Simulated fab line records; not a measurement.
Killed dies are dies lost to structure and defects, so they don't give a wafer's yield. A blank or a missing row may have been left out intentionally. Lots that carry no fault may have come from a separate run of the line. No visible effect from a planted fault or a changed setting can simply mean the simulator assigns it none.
fab line records	flow n5-finfet
record: lots: 24	wafers: 72	last-day: 17
route steps=1938 shown SD_EPI_P@322 SD_ACTIVATION@332 ILD0@335 SDB@368 HKMG_FIN@388
lots with no fault: from the same line, run without faults
start-h: the number of hours between the record's first day and the start of the first shown wafer of the lot	wait-h: hours elapsed since this lot's preceding step	" identical to the entry in the row above	L1.1+2: several wafers, shown together as one row	- no value, or no start was given	* or withheld: withheld	< > ~ a bound
route shown NAME@n: NAME is a module with steps in the file, n the number in the route of the first one	usual: mean/standard deviation of fault-free wafers	same: alike in all rows	chamber/n: place in a boat	sites: readings site by site	_std_site: the values' standard deviation	_edge_site: mean of outer sites minus mean of inner sites	radius-mm: for every site, how far away it sits from the centre of the wafer	mask NAME#n: copy n	behind: the tool/chamber that last shaped the wafer	hold: reason for holding the lot/hours on hold/outcome of the hold	device: the n, p or np transistor that did not switch	end of line: the route-end tests of the same wafers	step lacking rows: just its recipe	killed: count of dies lost to structure and defects at first sort (not the wafer's yield)	map: a wafer's dies, marking killed ones x, the rest . and places with no die _
set.NAME: the setting that was run; set.NAME@STEP: the one run at that earlier step	model.NAME: the simulator's own value behind a step, which no gauge read
steps of the route over a sample of lots; a table a step, a row a wafer
services: the hour from which a tool's chamber was out of use, counted from the record's first day as start-h (under 0 if before that day), plus the number of hours and why
== steps ==
step: N5_SD_EPI_P_EPI_MEAS_23
recipe: mode: xrd
usual: thk-nm: 61.2/1.3
lot.wafer	tool	chamber	start-h	wait-h	thk-nm
L074.1	film-metro-01	-	58.82	1.8	60.2
L074.2	"	-	"	"	60.7
L074.3	"	-	"	"	61.8
L075.1	film-metro-01	-	63.74	2.4	59.6
L075.2	"	-	"	"	60.3
L075.4	"	-	"	"	61.3
L076.1	film-metro-02	-	74.72	2.5	61.2
L076.2	"	-	"	"	59.4
L076.4	"	-	"	"	60.3
L077.1	film-metro-01	-	78.07	3.2	60.9
L077.5	"	-	"	"	60.7
L077.6	"	-	"	"	60.2
L078.1	film-metro-02	-	86.09	2.4	60.9
L078.2	"	-	"	"	60.4
L078.3	"	-	"	"	61.0
L079.1	film-metro-01	-	95.53	3.2	63.0
L079.2	"	-	"	"	61.3
L079.3	"	-	"	"	62.5
L080.2	film-metro-02	-	96.59	2.0	63.0
L080.5	"	-	"	"	63.6
L080.6	"	-	"	"	59.7
L081.1	film-metro-01	-	104.66	3.2	59.5
L081.2	"	-	"	"	61.0
L081.6	"	-	"	"	61.2
L082.2	film-metro-01	-	108.97	2.6	62.6
L082.5	"	-	"	"	63.5
L082.6	"	-	"	"	61.8
L083.1	film-metro-02	-	114.32	2.4	62.0
L083.3	"	-	"	"	62.2
L083.5	"	-	"	"	60.7
L084.1	film-metro-02	-	122.28	3.3	60.8
L084.3	"	-	"	"	60.4
L084.6	"	-	"	"	63.0
L086.2	film-metro-02	-	133.91	2.6	62.1
L086.5	"	-	"	"	62.1
L086.6	"	-	"	"	58.3
L085.3	film-metro-01	-	134.27	2.0	62.3
L085.4	"	-	"	"	60.6
L085.5	"	-	"	"	61.4
L087.3	film-metro-02	-	137.45	2.0	60.4
L087.5	"	-	"	"	61.6
L087.6	"	-	"	"	60.5
L088.1	film-metro-01	-	145.34	3.2	60.4
L088.3	"	-	"	"	62.0
L088.4	"	-	"	"	62.6
L089.1	film-metro-02	-	151.24	2.4	63.0
L089.3	"	-	"	"	60.2
L089.6	"	-	"	"	62.2
L090.1	film-metro-02	-	159.76	3.2	61.0
L090.3	"	-	"	"	59.7
L090.5	"	-	"	"	60.7
L091.1	film-metro-01	-	160.08	2.4	62.4
L091.5	"	-	"	"	62.3
L091.6	"	-	"	"	63.3
L092.1	film-metro-01	-	169.33	2.4	59.2
L092.2	"	-	"	"	59.5
L092.3	"	-	"	"	61.7
L093.1	film-metro-02	-	172.95	2.4	62.5
L093.2	"	-	"	"	60.1
L093.4	"	-	"	"	62.4
L094.2	film-metro-01	-	176.45	1.5	60.4
L094.4	"	-	"	"	61.3
L094.6	"	-	"	"	62.3
L095.1	film-metro-01	-	183.99	1.8	58.5
L095.4	"	-	"	"	61.5
L095.6	"	-	"	"	61.4
L096.2	film-metro-02	-	192.19	1.5	61.3
L096.4	"	-	"	"	62.7
L096.6	"	-	"	"	61.6
L097.3	film-metro-01	-	196.03	1.5	62.1
L097.4	"	-	"	"	61.9
L097.5	"	-	"	"	61.4
step: N5_SD_ACTIVATION_RS_MEAS_03
recipe: thk-meas-gauge: four-point-probe
usual: RS_SD_N: 21.79/0.27	RS_SD_P: 55.7/0.83
lot.wafer	tool	chamber	start-h	wait-h	RS_SD_N[ohm/sq]	RS_SD_P[ohm/sq]
L074.1	film-metro-02	-	59.61	0.2	21.96	55.5
L074.2	"	-	"	"	22.39	55.6
L074.3	"	-	"	"	22.25	55.6
L075.1	film-metro-02	-	64.57	0.2	21.96	54.6
L075.2	"	-	"	"	21.72	55.8
L075.4	"	-	"	"	21.63	54.9
L076.1	film-metro-01	-	75.39	0.2	21.71	56.6
L076.2	"	-	"	"	22.01	56.5
L076.4	"	-	"	"	21.72	57.0
L077.1	film-metro-02	-	78.72	0.2	21.95	56.1
L077.5	"	-	"	"	21.66	56.7
L077.6	"	-	"	"	21.77	56.9
L078.1	film-metro-01	-	86.72	0.2	21.43	56.4
L078.2	"	-	"	"	21.47	56.6
L078.3	"	-	"	"	21.44	56.2
L079.1	film-metro-01	-	96.14	0.2	21.51	54.5
L079.2	"	-	"	"	21.64	54.4
L079.3	"	-	"	"	21.70	53.5
L080.2	film-metro-01	-	97.45	0.2	21.71	55.1
L080.5	"	-	"	"	21.79	55.3
L080.6	"	-	"	"	22.12	55.7
L081.1	film-metro-02	-	105.56	0.2	22.01	56.4
L081.2	"	-	"	"	22.24	55.2
L081.6	"	-	"	"	22.09	55.9
L082.2	film-metro-01	-	109.78	0.2	21.67	54.2
L082.5	"	-	"	"	21.17	54.9
L082.6	"	-	"	"	21.66	54.6
L083.1	film-metro-02	-	114.94	0.2	21.68	55.1
L083.3	"	-	"	"	22.11	55.6
L083.5	"	-	"	"	21.82	56.1
L084.1	film-metro-02	-	122.89	0.2	21.52	56.0
L084.3	"	-	"	"	21.61	56.3
L084.6	"	-	"	"	21.66	55.1
L086.2	film-metro-02	-	134.55	0.2	21.33	56.0
L086.5	"	-	"	"	21.60	54.3
L086.6	"	-	"	"	21.34	55.1
L085.3	film-metro-01	-	134.92	0.2	22.16	54.7
L085.4	"	-	"	"	21.91	55.5
L085.5	"	-	"	"	21.66	55.0
L087.3	film-metro-01	-	138.11	0.2	21.55	55.9
L087.5	"	-	"	"	22.13	55.7
L087.6	"	-	"	"	22.04	55.7
L088.1	film-metro-01	-	145.95	0.2	21.67	55.4
L088.3	"	-	"	"	21.78	55.0
L088.4	"	-	"	"	21.41	55.2
L089.1	film-metro-02	-	151.85	0.2	21.30	55.5
L089.3	"	-	"	"	21.22	55.4
L089.6	"	-	"	"	21.53	55.0
L090.1	film-metro-01	-	160.36	0.2	21.92	56.3
L090.3	"	-	"	"	22.00	55.2
L090.5	"	-	"	"	21.92	55.2
L091.1	film-metro-02	-	160.70	0.2	21.92	54.7
L091.5	"	-	"	"	22.02	54.8
L091.6	"	-	"	"	22.02	55.1
L092.1	film-metro-01	-	170.15	0.2	21.75	57.5
L092.2	"	-	"	"	21.97	57.4
L092.3	"	-	"	"	21.99	57.1
L093.1	film-metro-01	-	173.57	0.2	21.62	55.7
L093.2	"	-	"	"	21.55	57.1
L093.4	"	-	"	"	21.59	55.6
L094.2	film-metro-01	-	177.14	0.2	21.71	55.3
L094.4	"	-	"	"	21.96	56.2
L094.6	"	-	"	"	21.90	56.0
L095.1	film-metro-02	-	184.74	0.2	21.63	56.4
L095.4	"	-	"	"	21.97	56.2
L095.6	"	-	"	"	21.77	56.7
L096.2	film-metro-02	-	193.11	0.2	21.72	55.5
L096.4	"	-	"	"	21.93	55.0
L096.6	"	-	"	"	21.57	55.3
L097.3	film-metro-02	-	196.80	0.2	22.18	56.5
L097.4	"	-	"	"	22.06	56.4
L097.5	"	-	"	"	21.91	56.4
step: N5_ILD0_LINER_00
recipe: material: SiNx	target-thk-a: 40	temp-c: 400	ald-precursor-family: SiH2I2	ald-co-reactant: N2/H2-plasma	pulse-time-s: 1	purge-time-s: 2	co-reactant-purge-time-s: 2	ald-cycles: 80	pressure-torr: 2
usual: heater-power-w: 840/80	precursor-pulse-height-rel: 1.001/0.019
same: ald-cycles: 80
lot.wafer	tool	chamber	start-h	wait-h	heater-power-w	precursor-pulse-height-rel
L074.1	ald-sin-03	3	60.26	0.3	759	0.999
L074.2	"	1	"	"	944	0.990
L074.3	"	0	"	"	724	1.013
L075.1	ald-sin-03	0	64.93	0.0	726	1.006
L075.2	"	2	"	"	811	1.006
L075.4	"	1	"	"	943	0.998
L076.1	ald-sin-04	0	75.74	0.0	813	1.000
L076.2	"	2	"	"	915	0.999
L076.4	"	3	"	"	773	1.011
L077.1	ald-sin-02	1	79.07	0.0	807	1.007
L077.5	"	1	"	"	799	1.012
L077.6	"	2	"	"	796	0.980
L078.1	ald-sin-02	2	87.08	0.0	803	1.017
L078.2	"	1	"	"	806	0.981
L078.3	"	3	"	"	938	0.997
L079.1	ald-sin-04	3	96.58	0.1	754	1.029
L079.2	"	0	"	"	839	1.015
L079.3	"	1	"	"	838	1.002
L080.2	ald-sin-02	2	98.56	0.8	840	1.007
L080.5	"	3	"	"	956	1.010
L080.6	"	2	"	"	794	1.007
L081.1	ald-sin-03	3	105.92	0.0	770	0.980
L081.2	"	1	"	"	937	0.994
L081.6	"	0	"	"	720	0.989
L082.2	ald-sin-02	2	110.12	0.0	810	1.011
L082.5	"	1	"	"	787	0.971
L082.6	"	2	"	"	803	1.029
L083.1	ald-sin-03	0	115.61	0.3	744	1.024
L083.3	"	2	"	"	795	1.027
L083.5	"	3	"	"	792	1.021
L084.1	ald-sin-03	2	123.24	0.0	826	0.995
L084.3	"	3	"	"	766	1.003
L084.6	"	1	"	"	933	1.018
L086.2	ald-sin-03	1	134.88	0.0	915	0.993
L086.5	"	0	"	"	741	0.995
L086.6	"	3	"	"	770	1.014
L085.3	ald-sin-03	1	135.28	0.1	949	1.008
L085.4	"	0	"	"	761	0.975
L085.5	"	0	"	"	737	1.008
L087.3	ald-sin-02	2	138.53	0.1	790	0.989
L087.5	"	2	"	"	817	1.006
L087.6	"	3	"	"	950	1.021
L088.1	ald-sin-03	0	146.31	0.0	733	0.979
L088.3	"	3	"	"	775	0.976
L088.4	"	1	"	"	913	0.997
L089.1	ald-sin-03	0	152.21	0.0	720	0.995
L089.3	"	1	"	"	946	1.005
L089.6	"	1	"	"	931	1.009
L090.1	ald-sin-04	2	160.72	0.0	902	1.029
L090.3	"	3	"	"	796	0.955
L090.5	"	2	"	"	909	0.967
L091.1	ald-sin-04	3	161.12	0.1	745	1.013
L091.5	"	0	"	"	832	1.002
L091.6	"	1	"	"	822	0.988
L092.1	ald-sin-03	2	170.66	0.2	810	0.967
L092.2	"	0	"	"	752	0.989
L092.3	"	1	"	"	940	0.975
L093.1	ald-sin-03	0	174.41	0.5	719	1.017
L093.2	"	1	"	"	942	1.025
L093.4	"	3	"	"	786	1.037
L094.2	ald-sin-02	2	177.49	0.0	777	0.976
L094.4	"	0	"	"	992	0.996
L094.6	"	3	"	"	949	1.047
L095.1	ald-sin-02	1	185.09	0.0	802	0.979
L095.4	"	0	"	"	995	1.022
L095.6	"	3	"	"	929	1.032
L096.2	ald-sin-04	2	193.52	0.1	946	1.015
L096.4	"	0	"	"	849	1.017
L096.6	"	3	"	"	773	0.982
L097.3	ald-sin-02	2	197.56	0.5	809	1.005
L097.4	"	1	"	"	819	0.994
L097.5	"	2	"	"	814	0.976
step: N5_SDB_ETCH_25
recipe: chemistry: C4F6/O2	target: SiO2	target-depth-a: 100	time-s: 3.3	ion-energy-ev: 250	mask-material: SiNx	pressure-mtorr: 30	source-w: 345	bias-w: 185	Ar_flow_sccm: 300	C4F6_flow_sccm: 10	O2_flow_sccm: 10
usual: drypump-motor-current-A: 5.7/0.48	oes_f_703_au: 0.78/0.09	oes-product-au: 0.77/0.095	rf-vpp-V: 661/4.4	showerhead-plenum-p-Torr: 2.85/0.076	throttle-valve-pct: 21.19/0.24
lot.wafer	tool	chamber	start-h	wait-h	drypump-motor-current-A	oes_f_703_au	oes-product-au	rf-hours-counter-h	rf-vpp-V	showerhead-plenum-p-Torr	throttle-valve-pct
L074.1	rie-diel-06	0	68.45	0.0	5.6	0.80	0.78	105	668	2.97	21.23
L074.2	"	1	"	"	5.3	0.73	0.71	193	654	2.83	21.16
L074.3	"	2	"	"	5.4	0.71	0.72	223	656	2.82	21.42
L075.1	rie-diel-04	2	73.23	0.0	6.5	0.71	0.69	225	655	2.71	21.48
L075.2	"	0	"	"	5.6	0.73	0.71	201	661	2.84	21.57
L075.4	"	1	"	"	5.6	0.73	0.72	174	663	2.83	21.05
L076.1	rie-diel-06	3	83.07	0.1	6.8	0.78	0.76	137	662	2.96	21.16
L076.2	"	1	"	"	5.4	0.72	0.71	196	652	2.82	21.16
L076.4	"	0	"	"	5.5	0.79	0.78	108	668	2.97	21.21
L077.1	rie-diel-04	2	87.50	0.6	6.5	0.71	0.70	231	656	2.71	21.49
L077.5	"	0	"	"	5.6	0.72	0.71	-	662	2.84	21.59
L077.6	"	3	"	"	5.6	0.78	0.77	-	664	2.73	20.86
L078.1	rie-diel-01	2	94.68	0.0	5.5	0.76	0.76	141	664	2.86	21.04
L078.2	"	1	"	"	4.9	0.68	0.68	246	655	2.80	21.19
L078.3	"	0	"	"	5.4	0.70	0.69	237	663	2.93	21.67
L079.1	rie-diel-04	1	104.40	0.5	5.6	0.72	0.72	185	664	2.82	21.05
L079.2	"	3	"	"	5.6	0.77	0.77	159	664	2.73	20.87
L079.3	"	2	"	"	6.5	0.70	0.70	238	654	2.71	21.48
L080.2	rie-diel-04	0	106.39	0.0	5.6	0.72	0.71	212	662	2.83	21.62
L080.5	"	2	"	"	6.5	0.71	0.69	-	657	2.70	21.49
L080.6	"	3	"	"	5.6	0.78	0.76	-	664	2.73	20.88
L081.1	rie-diel-01	3	113.12	0.0	5.8	0.96	0.98	6	658	2.90	20.97
L081.2	"	2	"	"	5.5	0.75	0.76	148	664	2.86	21.04
L081.6	"	2	"	"	5.5	0.75	0.75	-	666	2.86	21.04
L082.2	rie-diel-01	0	117.49	0.0	5.4	0.69	0.69	246	662	2.92	21.71
L082.5	"	3	"	"	5.8	0.95	0.97	-	658	2.90	20.97
L082.6	"	0	"	"	5.4	0.70	0.69	-	663	2.92	21.72
L083.1	rie-diel-01	3	123.86	0.4	5.8	0.95	0.96	11	656	2.90	20.99
L083.3	"	0	"	"	5.3	0.70	0.68	249	664	2.92	21.68
L083.5	"	2	"	"	5.5	0.74	0.74	-	666	2.86	21.07
L084.1	rie-diel-06	1	130.72	0.0	5.3	0.71	0.71	211	653	2.82	21.20
L084.3	"	3	"	"	6.8	0.77	0.76	154	662	2.95	21.19
L084.6	"	2	"	"	5.4	0.71	0.71	-	659	2.82	21.43
L086.2	rie-diel-04	3	142.65	0.2	5.6	0.77	0.76	175	663	2.72	20.90
L086.5	"	3	"	"	5.6	0.76	0.76	-	663	2.72	20.90
L086.6	"	0	"	"	5.6	0.71	0.70	-	662	2.83	21.64
L085.3	rie-diel-01	1	142.78	0.0	4.9	0.94	0.95	8	655	2.80	20.84
L085.4	"	2	"	"	5.5	0.74	0.74	-	664	2.85	21.08
L085.5	"	3	"	"	5.8	0.92	0.93	-	657	2.90	21.00
L087.3	rie-diel-04	0	146.10	0.2	5.6	0.71	0.70	228	661	2.83	21.63
L087.5	"	3	"	"	5.7	0.76	0.75	-	663	2.72	20.90
L087.6	"	1	"	"	5.6	0.71	0.71	-	664	2.81	21.08
L088.1	rie-diel-04	3	153.77	0.2	5.6	0.76	0.75	179	663	2.72	20.90
L088.3	"	1	"	"	5.6	0.71	0.71	206	664	2.81	21.08
L088.4	"	3	"	"	5.6	0.76	0.75	-	665	2.72	20.91
L089.1	rie-diel-06	1	159.66	0.0	5.4	0.71	0.70	223	652	2.81	21.21
L089.3	"	3	"	"	6.8	0.77	0.74	165	661	2.95	21.21
L089.6	"	1	"	"	5.3	0.71	0.70	-	652	2.81	21.20
L090.1	rie-diel-06	1	168.05	0.0	5.4	0.71	0.70	226	653	2.81	21.22
L090.3	"	0	"	"	5.5	0.76	0.76	137	668	2.96	21.27
L090.5	"	2	"	"	5.4	0.99	0.98	-	658	2.81	21.06
L091.1	rie-diel-06	1	168.68	0.0	5.3	0.70	0.69	226	652	2.81	21.22
L091.5	"	2	"	"	5.4	0.99	0.97	-	658	2.81	21.07
L091.6	"	3	"	"	6.8	0.76	0.74	-	661	2.94	21.21
L092.1	rie-diel-01	3	178.87	0.2	5.8	0.90	0.90	32	657	2.89	21.01
L092.2	"	1	"	"	4.9	0.90	0.90	23	654	2.79	20.88
L092.3	"	0	"	"	5.4	0.95	0.96	11	661	2.92	21.40
L093.1	rie-diel-01	3	181.76	0.0	5.8	0.90	0.90	33	657	2.89	20.99
L093.2	"	2	"	"	5.5	0.73	0.72	178	664	2.85	21.11
L093.4	"	1	"	"	4.9	0.90	0.91	24	653	2.79	20.88
L094.2	rie-diel-06	0	185.39	0.3	5.5	0.76	0.76	143	668	2.95	21.29
L094.4	"	1	"	"	5.3	0.71	0.68	233	651	2.81	21.22
L094.6	"	0	"	"	5.5	0.76	0.75	-	669	2.95	21.27
L095.1	rie-diel-01	2	192.56	0.0	5.5	0.72	0.72	183	664	2.84	21.09
L095.4	"	0	"	"	5.4	0.93	0.94	15	662	2.91	21.37
L095.6	"	1	"	"	4.8	0.89	0.90	-	654	2.79	20.87
L096.2	rie-diel-04	1	201.42	0.0	5.6	0.70	0.70	219	664	2.81	21.09
L096.4	"	2	"	"	6.6	0.93	0.93	17	666	3.03	21.18
L096.6	"	1	"	"	5.6	0.70	0.69	-	662	2.81	21.08
L097.3	rie-diel-06	0	205.38	0.0	5.5	0.76	0.74	149	667	2.95	21.29
L097.4	"	3	"	"	6.9	0.74	0.73	181	662	2.94	21.23
L097.5	"	2	"	"	5.4	0.92	0.92	-	657	2.81	21.08
step: N5_SDB_THK_MEAS_31
recipe: reads: a-Si_of_DUMMY_GATE_CVD_03
usual: SDB_THK: 64.5/0.92
lot.wafer	tool	chamber	start-h	wait-h	SDB_THK[nm]
L074.1	film-metro-01	-	71.75	-	65.9
L074.2	"	-	"	"	64.1
L074.3	"	-	"	"	66.4
L075.1	film-metro-02	-	76.53	-	63.5
L075.2	"	-	"	"	65.1
L075.4	"	-	"	"	65.1
L076.1	film-metro-01	-	86.53	-	65.0
L076.2	"	-	"	"	64.0
L076.4	"	-	"	"	64.0
L077.1	film-metro-01	-	90.80	-	63.5
L077.5	"	-	"	"	62.7
L077.6	"	-	"	"	62.4
L078.1	film-metro-02	-	97.97	-	64.0
L078.2	"	-	"	"	64.6
L078.3	"	-	"	"	64.1
L079.1	film-metro-01	-	107.70	-	62.9
L079.2	"	-	"	"	64.1
L079.3	"	-	"	"	65.0
L080.2	film-metro-02	-	109.68	-	64.3
L080.5	"	-	"	"	65.5
L080.6	"	-	"	"	65.9
L081.1	film-metro-01	-	116.42	-	65.3
L081.2	"	-	"	"	64.3
L081.6	"	-	"	"	63.9
L082.2	film-metro-01	-	120.79	-	65.5
L082.5	"	-	"	"	63.8
L082.6	"	-	"	"	63.6
L083.1	film-metro-01	-	127.15	-	63.1
L083.3	"	-	"	"	63.1
L083.5	"	-	"	"	63.9
L084.1	film-metro-02	-	134.01	-	64.8
L084.3	"	-	"	"	65.5
L084.6	"	-	"	"	64.8
L086.2	film-metro-01	-	145.95	-	64.0
L086.5	"	-	"	"	64.0
L086.6	"	-	"	"	64.1
L085.3	film-metro-01	-	146.26	-	64.5
L085.4	"	-	"	"	64.7
L085.5	"	-	"	"	62.8
L087.3	film-metro-01	-	149.39	-	64.3
L087.5	"	-	"	"	64.3
L087.6	"	-	"	"	63.1
L088.1	film-metro-01	-	157.07	-	64.0
L088.3	"	-	"	"	65.0
L088.4	"	-	"	"	64.9
L089.1	film-metro-02	-	162.96	-	65.0
L089.3	"	-	"	"	63.8
L089.6	"	-	"	"	65.4
L091.1	film-metro-02	-	171.98	-	64.7
L091.5	"	-	"	"	65.4
L091.6	"	-	"	"	66.8
L090.1	film-metro-02	-	172.70	-	64.4
L090.3	"	-	"	"	65.8
L090.5	"	-	"	"	64.6
L092.1	film-metro-02	-	182.17	-	64.7
L092.2	"	-	"	"	65.9
L092.3	"	-	"	"	65.7
L093.1	film-metro-01	-	185.05	-	64.9
L093.2	"	-	"	"	64.4
L093.4	"	-	"	"	63.9
L094.2	film-metro-01	-	188.74	-	65.2
L094.4	"	-	"	"	63.6
L094.6	"	-	"	"	64.4
L095.1	film-metro-02	-	195.86	-	64.2
L095.4	"	-	"	"	64.8
L095.6	"	-	"	"	63.7
L096.2	film-metro-01	-	204.72	-	65.2
L096.4	"	-	"	"	66.1
L096.6	"	-	"	"	64.2
L097.3	film-metro-01	-	208.68	-	65.6
L097.4	"	-	"	"	64.3
L097.5	"	-	"	"	64.0
step: N5_HKMG_FIN_ALD_74
recipe: material: La2O3	target-thk-a: 5	temp-c: 250	ald-precursor-family: La-Cp	ald-co-reactant: O3	pulse-time-s: 6	co-reactant-pulse-time-s: 1	purge-time-s: 3	co-reactant-purge-time-s: 3
usual: heater-power-w: 348/38	precursor-pulse-height-rel: 0.998/0.018
lot.wafer	tool	chamber	start-h	wait-h	heater-power-w	precursor-pulse-height-rel
L074.1	ald-hk-03	3	72.78	0.2	346	1.026
L074.2	"	1	"	"	333	0.991
L074.3	"	0	"	"	369	0.970
L075.1	ald-hk-02	0	77.54	0.2	316	1.024
L075.2	"	1	"	"	405	0.991
L075.4	"	2	"	"	304	1.024
L076.1	ald-hk-02	0	87.55	0.2	311	1.021
L076.2	"	2	"	"	310	1.007
L076.4	"	1	"	"	416	1.001
L077.1	ald-hk-02	3	92.18	0.3	367	1.003
L077.5	"	0	"	"	306	1.013
L077.6	"	1	"	"	419	0.982
L078.1	ald-hk-02	2	99.17	0.3	308	0.977
L078.2	"	0	"	"	299	0.989
L078.3	"	3	"	"	380	1.012
L079.1	ald-hk-02	0	109.03	0.3	304	1.008
L079.2	"	2	"	"	306	1.027
L079.3	"	3	"	"	365	1.003
L080.2	ald-hk-01	0	111.11	0.2	311	1.006
L080.5	"	0	"	"	307	1.020
L080.6	"	3	"	"	387	1.003
L081.1	ald-hk-01	3	117.43	0.2	377	1.009
L081.2	"	0	"	"	312	0.965
L081.6	"	2	"	"	335	1.011
L082.2	ald-hk-02	3	121.83	0.2	374	1.021
L082.5	"	2	"	"	312	0.983
L082.6	"	3	"	"	375	0.973
L083.1	ald-hk-02	0	128.17	0.2	309	1.009
L083.3	"	1	"	"	410	0.992
L083.5	"	1	"	"	406	1.011
L084.1	ald-hk-01	0	135.03	0.2	311	1.027
L084.3	"	3	"	"	395	0.991
L084.6	"	1	"	"	348	0.998
L086.2	ald-hk-01	0	147.34	0.2	312	0.983
L086.5	"	1	"	"	334	0.980
L086.6	"	2	"	"	339	0.964
L085.3	ald-hk-03	3	147.53	0.1	336	1.023
L085.4	"	0	"	"	371	0.971
L085.5	"	0	"	"	366	1.031
L087.3	ald-hk-02	1	150.41	0.1	404	1.023
L087.5	"	2	"	"	307	1.001
L087.6	"	1	"	"	400	0.977
L088.1	ald-hk-02	2	158.09	0.2	312	0.967
L088.3	"	1	"	"	418	0.984
L088.4	"	0	"	"	302	0.969
L089.1	ald-hk-02	1	164.17	0.2	409	0.999
L089.3	"	2	"	"	314	1.045
L089.6	"	0	"	"	306	0.978
L091.1	ald-hk-01	3	172.99	0.2	381	1.014
L091.5	"	1	"	"	341	0.988
L091.6	"	2	"	"	341	0.970
L090.1	ald-hk-02	0	173.72	0.2	310	1.006
L090.3	"	2	"	"	306	0.944
L090.5	"	0	"	"	309	1.014
L092.1	ald-hk-01	1	183.18	0.2	348	1.018
L092.2	"	0	"	"	310	0.995
L092.3	"	3	"	"	378	1.000
L093.1	ald-hk-02	1	186.12	0.2	404	0.985
L093.2	"	3	"	"	369	0.989
L093.4	"	2	"	"	309	1.015
L094.2	ald-hk-02	1	189.75	0.2	396	0.987
L094.4	"	2	"	"	306	1.000
L094.6	"	1	"	"	408	0.992
L095.1	ald-hk-03	3	196.89	0.2	335	0.993
L095.4	"	2	"	"	377	1.028
L095.6	"	2	"	"	374	1.008
L096.2	ald-hk-01	1	205.75	0.2	339	0.966
L096.4	"	0	"	"	311	1.001
L096.6	"	1	"	"	341	0.992
L097.3	ald-hk-02	3	209.69	0.1	365	1.015
L097.4	"	1	"	"	406	0.981
L097.5	"	0	"	"	307	0.973
== services ==
tool	chamber	start-h	hours	kind
ald-sin-03	2	56.11	4.3	repair
rie-diel-04	1	57.67	9.6	repair
ald-sin-04	2	66.71	6.5	repair
rie-diel-01	3	80.03	-	clean
rie-diel-01	3	80.03	-	consumable-replace:focus-ring
rie-diel-01	3	80.03	17.7	scheduled-down
ald-hk-03	-	85.22	8.7	pm
rie-diel-01	1	86.89	2.2	repair
rie-diel-06	3	95.74	5.3	repair
rie-diel-06	1	102.17	2.4	repair
rie-diel-01	-	104.58	0.5	repair
rie-diel-06	0	118.56	6.0	repair
ald-hk-03	-	124.81	2.8	pm
ald-sin-03	2	148.19	5.8	repair
ald-sin-04	2	163.53	5.6	repair
ald-sin-03	-	176.83	14.0	pm
ald-sin-03	0	176.83	14.0	vent-cycle
ald-sin-03	1	176.83	14.0	vent-cycle
ald-sin-03	2	176.83	14.0	vent-cycle
ald-sin-03	3	176.83	14.0	vent-cycle
ald-sin-03	0	190.83	-	clean
ald-sin-03	1	190.83	-	clean
ald-sin-03	2	190.83	-	clean
ald-sin-03	3	190.83	-	clean
== key ==
fault none
